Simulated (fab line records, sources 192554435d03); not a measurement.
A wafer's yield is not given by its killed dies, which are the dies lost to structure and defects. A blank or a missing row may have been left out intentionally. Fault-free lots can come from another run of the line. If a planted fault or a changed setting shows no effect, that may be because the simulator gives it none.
Matching of chambers | flow n5Finfet | N5_BEOL_M13_VIA_ETCH_16 on rieDiel-01: 4 sister chambers
The step etches SiOC in C4F8/O2/Ar, target depth 921.7 nm. 18 wafers are shown with their chamber, then 9 later ones without.

== WAFERS, EACH WITH ITS CHAMBER ==
wafer  | chamber | throttleValvePct (%) | drypumpMotorCurrentA (A) | showerheadPlenumPTorr (Torr)
L077.1 | 0       | 24.35                | 6.1                      | 3.52
L077.4 | 2       | 23.70                | 6.0                      | 3.60
L077.5 | 2       | 23.69                | 5.9                      | 3.60
L078.1 | 3       | 24.44                | 5.4                      | 3.50
L078.5 | 2       | 23.69                | 6.1                      | 3.60
L078.6 | 1       | 24.36                | 5.8                      | 3.60
L080.1 | 2       | 23.68                | 6.0                      | 3.60
L080.5 | 0       | 24.36                | 6.1                      | 3.52
L080.6 | 3       | 24.44                | 5.4                      | 3.50
L082.2 | 0       | 24.38                | 6.1                      | 3.51
L082.4 | 3       | 24.44                | 5.4                      | 3.49
L082.5 | 3       | 24.43                | 5.4                      | 3.49
L088.4 | 0       | 24.38                | 6.1                      | 3.51
L088.5 | 1       | 24.38                | 5.8                      | 3.59
L088.6 | 0       | 24.37                | 6.1                      | 3.51
L093.1 | 0       | 24.40                | 6.1                      | 3.51
L093.4 | 2       | 23.73                | 6.0                      | 3.59
L093.5 | 1       | 24.38                | 5.8                      | 3.59

SIGNATURES, as means of the wafers listed above
reading               | chamber 0 | chamber 1 | chamber 2 | chamber 3 | scatter within a chamber
throttleValvePct      | 24.3733   | 24.3733   | 23.6980   | 24.4375   | 0.0155
drypumpMotorCurrentA  | 6.100     | 5.800     | 6.000     | 5.400     | 0.0378
showerheadPlenumPTorr | 3.5133    | 3.5933    | 3.5980    | 3.4950    | 0.00521
Rule: a wafer's distance from a chamber is the root of the sum, over the readings, of the square of ((its reading less the chamber's mean) divided by the reading's scatter). The wafer belongs to the nearest chamber; if the next one is less than 2 further off, it can't be placed. The scatter: take each reading less its chamber's mean, square it, sum over the shown wafers, divide by the number of wafers less the number of chambers, and take the root.

== WAFERS MISSING THEIR CHAMBER ==
wafer  | throttleValvePct (%) | drypumpMotorCurrentA (A) | showerheadPlenumPTorr (Torr)
L094.1 | 24.17                | 5.4                      | 3.48
L094.2 | 23.74                | 6.0                      | 3.58
L094.4 | 24.14                | 5.4                      | 3.48
L095.3 | 24.02                | 6.1                      | 3.50
L095.4 | 23.74                | 6.0                      | 3.58
L095.6 | 23.73                | 6.0                      | 3.58
L090.2 | 23.75                | 6.1                      | 3.58
L090.4 | 24.05                | 6.1                      | 3.50
L090.6 | 24.04                | 6.1                      | 3.50

== CHAMBER TAKEN BY EACH ==
wafer  | from the rows above | in truth
L094.1 | 3                   | 3
L094.2 | 2                   | 2
L094.4 | 3                   | 3
L095.3 | 0                   | 0
L095.4 | 2                   | 2
L095.6 | 2                   | 2
L090.2 | 2                   | 2
L090.4 | 0                   | 0
L090.6 | 0                   | 0
Placed correctly: 9 of 9. Not placeable from these rows: 0. 0 placed wrongly.
